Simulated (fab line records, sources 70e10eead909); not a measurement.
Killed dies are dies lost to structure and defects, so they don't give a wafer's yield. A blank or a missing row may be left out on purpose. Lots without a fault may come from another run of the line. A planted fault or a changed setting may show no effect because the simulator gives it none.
Which tool did it? | flow nand_harc | 12 lots, 36 wafers sampled, at 4 steps of a route of 1159

WHAT THE GAUGES READ, wafer by wafer
The record holds no reading of a measuring or inspecting step that can be judged against a usual standard deviation.

WHICH TOOL RAN EACH LOT (tool, then ch and the chambers of the sampled wafers, then the start)
lot  | NHARC_P_ZERO_WELL_PEB_09         | NHARC_P_ZERO_WELL_ETCH_65         | NHARC_P_ZERO_WELL_DESCUM_54       | NHARC_P_STI_DESCUM_14
L817 | litho_track-03 ch 0, day 1 13:03 | rie_diel-07 ch 1,2,3, day 1 13:22 | rie_diel-13 ch 1,2,3, day 1 17:49 | rie_diel-10 ch 0,2,3, day 2 13:56
L819 | litho_track-02 ch 0, day 2 01:02 | rie_diel-05 ch 1,2,3, day 2 01:22 | rie_diel-05 ch 0,1,3, day 2 05:59 | rie_diel-09 ch 0,1, day 2 23:19
L823 | litho_track-03 ch 0, day 3 01:10 | rie_diel-07 ch 0,1,2, day 3 01:30 | rie_diel-05 ch 0,1,2, day 3 05:57 | rie_diel-10 ch 0,3, day 4 01:26
L825 | litho_track-03 ch 0, day 3 13:10 | rie_diel-07 ch 0,1, day 3 13:29   | rie_diel-05 ch 0,2, day 3 18:05   | rie_diel-03 ch 0,1,2, day 4 12:21
L828 | litho_track-03 ch 0, day 4 07:23 | rie_diel-05 ch 0,1,3, day 4 07:43 | rie_diel-13 ch 1,3, day 4 12:17   | rie_diel-10 ch 1,3, day 5 05:32
L831 | litho_track-02 ch 0, day 5 01:38 | rie_diel-07 ch 1,2,3, day 5 01:58 | rie_diel-05 ch 0,1,3, day 5 06:31 | rie_diel-09 ch 1,2,3, day 6 00:50
L834 | litho_track-05 ch 0, day 5 19:34 | rie_diel-07 ch 0,2,3, day 5 19:53 | rie_diel-07 ch 0,2,3, day 6 00:20 | rie_diel-10 ch 2,3, day 6 17:39
L835 | litho_track-05 ch 0, day 6 01:04 | rie_diel-13 ch 0,2, day 6 01:25   | rie_diel-05 ch 2,3, day 6 05:41   | rie_diel-03 ch 0,2, day 7 00:12
L837 | litho_track-05 ch 0, day 6 13:09 | rie_diel-13 ch 0,2,3, day 6 13:29 | rie_diel-07 ch 0,1,2, day 6 17:54 | rie_diel-03 ch 0,2, day 7 15:34
L838 | litho_track-02 ch 0, day 6 19:03 | rie_diel-05 ch 0,3, day 6 19:24   | rie_diel-07 ch 1,2,3, day 6 23:52 | rie_diel-10 ch 0,1,2, day 7 15:23
L839 | litho_track-03 ch 0, day 7 01:03 | rie_diel-05 ch 0,2,3, day 7 01:24 | rie_diel-13 ch 0,1,2, day 7 05:53 | rie_diel-09 ch 2,3, day 8 02:30
L840 | litho_track-02 ch 0, day 7 07:10 | rie_diel-07 ch 0,1,3, day 7 07:31 | rie_diel-07 ch 0,3, day 7 11:52   | rie_diel-10 ch 0,1, day 8 02:28
- NHARC_P_ZERO_WELL_PEB_09: peb time 80 s.
- NHARC_P_ZERO_WELL_ETCH_65: etches the open film in N2/H2, target depth 80 nm, overetch 24 nm, time 87.88 s.
- NHARC_P_ZERO_WELL_DESCUM_54: chemistry O2, time 3 s.
- NHARC_P_STI_DESCUM_14: chemistry O2, time 3 s.

WHAT THE TOOLS THEMSELVES READ (means of the sampled wafers that have a number; where no wafer has one, the mark that the record gives instead)
NHARC_P_ZERO_WELL_PEB_09. Usual: heater_power_total_W 189.8 W, standard deviation 0.76.
lot  | tool           | heater_power_total_W (W) | flag
L817 | litho_track-03 | 189.8                    |
L819 | litho_track-02 | 189.7                    |
L823 | litho_track-03 | 189.6                    |
L825 | litho_track-03 | 191.7                    |
L828 | litho_track-03 | 190.8                    |
L831 | litho_track-02 | 189.8                    |
L834 | litho_track-05 | 190.1                    |
L835 | litho_track-05 | 190.8                    |
L837 | litho_track-05 | 190.0                    |
L838 | litho_track-02 | 190.2                    |
L839 | litho_track-03 | 190.3                    |
L840 | litho_track-02 | 190.1                    |

NHARC_P_ZERO_WELL_ETCH_65. Usual: drypump_motor_current_A 5.4 A, standard deviation 0.38; oes_product_au 0.999 a.u., standard deviation 0.0094; rf_fwd_power_W 397.2 W, standard deviation 1.6; rf_vpp_V 430.3 V, standard deviation 2.7; showerhead_plenum_p_Torr 2.03 Torr, standard deviation 0.093; throttle_valve_pct 14.172 %, standard deviation 0.0095.
lot  | tool        | drypump_motor_current_A (A) | oes_product_au (a.u.) | rf_fwd_power_W (W) | rf_vpp_V (V) | showerhead_plenum_p_Torr (Torr) | throttle_valve_pct (%) | flag
L817 | rie_diel-07 | 5.7                         | 1.004                 | 397.0              | 428.7        | 1.98                            | 14.163                 |
L819 | rie_diel-05 | 5.2                         | 0.997                 | 395.2              | 432.4        | 2.10                            | 14.162                 |
L823 | rie_diel-07 | 5.3                         | 0.993                 | 396.1              | 429.7        | 2.01                            | 14.181                 |
L825 | rie_diel-07 | 5.2                         | 0.993                 | 397.8              | 428.9        | 2.01                            | 14.175                 |
L828 | rie_diel-05 | 5.3                         | 1.002                 | 395.9              | 431.6        | 2.07                            | 14.167                 |
L831 | rie_diel-07 | 5.7                         | 1.004                 | 396.7              | 429.7        | 1.98                            | 14.175                 |
L834 | rie_diel-07 | 5.6                         | 0.999                 | 398.1              | 430.0        | 2.02                            | 14.177                 |
L835 | rie_diel-13 | 5.5                         | 0.996                 | 398.2              | 431.9        | 2.08                            | 14.175                 |
L837 | rie_diel-13 | 5.6                         | 1.000                 | 397.3              | 430.5        | 2.00                            | 14.167                 |
L838 | rie_diel-05 | 5.3                         | 0.999                 | 397.3              | 433.0        | 2.14                            | 14.173                 |
L839 | rie_diel-05 | 5.2                         | 0.998                 | 395.8              | 434.1        | 2.15                            | 14.175                 |
L840 | rie_diel-07 | 5.6                         | 0.993                 | 396.5              | 428.1        | 1.97                            | 14.168                 |

NHARC_P_ZERO_WELL_DESCUM_54. Usual: drypump_motor_current_A 5.4 A, standard deviation 0.34; oes_product_au 1.000 a.u., standard deviation 0.0096; rf_vpp_V 57.5 V, standard deviation 0.97; showerhead_plenum_p_Torr 1.89 Torr, standard deviation 0.087; throttle_valve_pct 11.310 %, standard deviation 0.0088.
lot  | tool        | drypump_motor_current_A (A) | oes_product_au (a.u.) | rf_vpp_V (V) | showerhead_plenum_p_Torr (Torr) | throttle_valve_pct (%) | flag
L817 | rie_diel-13 | 5.4                         | 1.001                 | 57.7         | 1.87                            | 11.311                 |
L819 | rie_diel-05 | 5.3                         | 1.005                 | 58.6         | 1.95                            | 11.318                 |
L823 | rie_diel-05 | 5.3                         | 1.006                 | 57.4         | 1.95                            | 11.312                 |
L825 | rie_diel-05 | 5.4                         | 1.004                 | 58.5         | 2.00                            | 11.303                 |
L828 | rie_diel-13 | 5.4                         | 0.997                 | 57.4         | 1.80                            | 11.317                 |
L831 | rie_diel-05 | 5.3                         | 0.996                 | 57.2         | 1.94                            | 11.313                 |
L834 | rie_diel-07 | 5.6                         | 0.996                 | 57.4         | 1.89                            | 11.313                 |
L835 | rie_diel-05 | 5.1                         | 0.999                 | 58.7         | 2.04                            | 11.303                 |
L837 | rie_diel-07 | 5.3                         | 1.008                 | 58.4         | 1.89                            | 11.307                 |
L838 | rie_diel-07 | 5.7                         | 1.008                 | 58.2         | 1.86                            | 11.311                 |
L839 | rie_diel-13 | 5.4                         | 0.991                 | 57.4         | 1.88                            | 11.311                 |
L840 | rie_diel-07 | 5.9                         | 0.999                 | 57.0         | 1.86                            | 11.315                 |

NHARC_P_STI_DESCUM_14. Usual: drypump_motor_current_A 5.8 A, standard deviation 0.49; oes_product_au 1.001 a.u., standard deviation 0.011; rf_vpp_V 57.9 V, standard deviation 0.88; showerhead_plenum_p_Torr 1.96 Torr, standard deviation 0.098; throttle_valve_pct 11.312 %, standard deviation 0.0088.
lot  | tool        | drypump_motor_current_A (A) | oes_product_au (a.u.) | rf_vpp_V (V) | showerhead_plenum_p_Torr (Torr) | throttle_valve_pct (%) | flag
L817 | rie_diel-10 | 5.9                         | 0.992                 | 58.6         | 1.96                            | 11.310                 |
L819 | rie_diel-09 | 5.3                         | 1.000                 | 57.7         | 2.05                            | 11.317                 |
L823 | rie_diel-10 | 6.1                         | 0.999                 | 57.9         | 1.95                            | 11.310                 |
L825 | rie_diel-03 | 5.7                         | 1.008                 | 58.1         | 1.96                            | 11.302                 |
L828 | rie_diel-10 | 6.0                         | 0.997                 | 57.1         | 1.84                            | 11.307                 |
L831 | rie_diel-09 | 5.9                         | 1.008                 | 58.1         | 1.99                            | 11.320                 |
L834 | rie_diel-10 | 5.5                         | 0.995                 | 57.1         | 1.94                            | 11.317                 |
L835 | rie_diel-03 | 5.2                         | 1.014                 | 57.3         | 1.90                            | 11.315                 |
L837 | rie_diel-03 | 5.2                         | 1.013                 | 58.0         | 1.90                            | 11.311                 |
L838 | rie_diel-10 | 5.8                         | 0.994                 | 57.6         | 1.92                            | 11.314                 |
L839 | rie_diel-09 | 6.3                         | 0.999                 | 58.5         | 2.00                            | 11.303                 |
L840 | rie_diel-10 | 6.2                         | 0.996                 | 58.1         | 1.95                            | 11.309                 |

THE ANSWER, worked out from the rows above alone
Rule: a lot is off if the mean of its wafers that have a number lies more than 3 standard deviations from the usual mean. A lot without any number at a reading at which 4 lots or more have one is off too. The other lots that the step has rows for count as sound. The gauges are gone through in route order, then the tools' own readings, and for those a lot's mean is taken as printed above. The first step at which some lot is off is used, and at that step the reading that is off furthest; a lot without a number counts as furthest.
No lot is off at any reading shown: from this, nothing can be told.

WHAT THE SIMULATOR HAD PUT IN
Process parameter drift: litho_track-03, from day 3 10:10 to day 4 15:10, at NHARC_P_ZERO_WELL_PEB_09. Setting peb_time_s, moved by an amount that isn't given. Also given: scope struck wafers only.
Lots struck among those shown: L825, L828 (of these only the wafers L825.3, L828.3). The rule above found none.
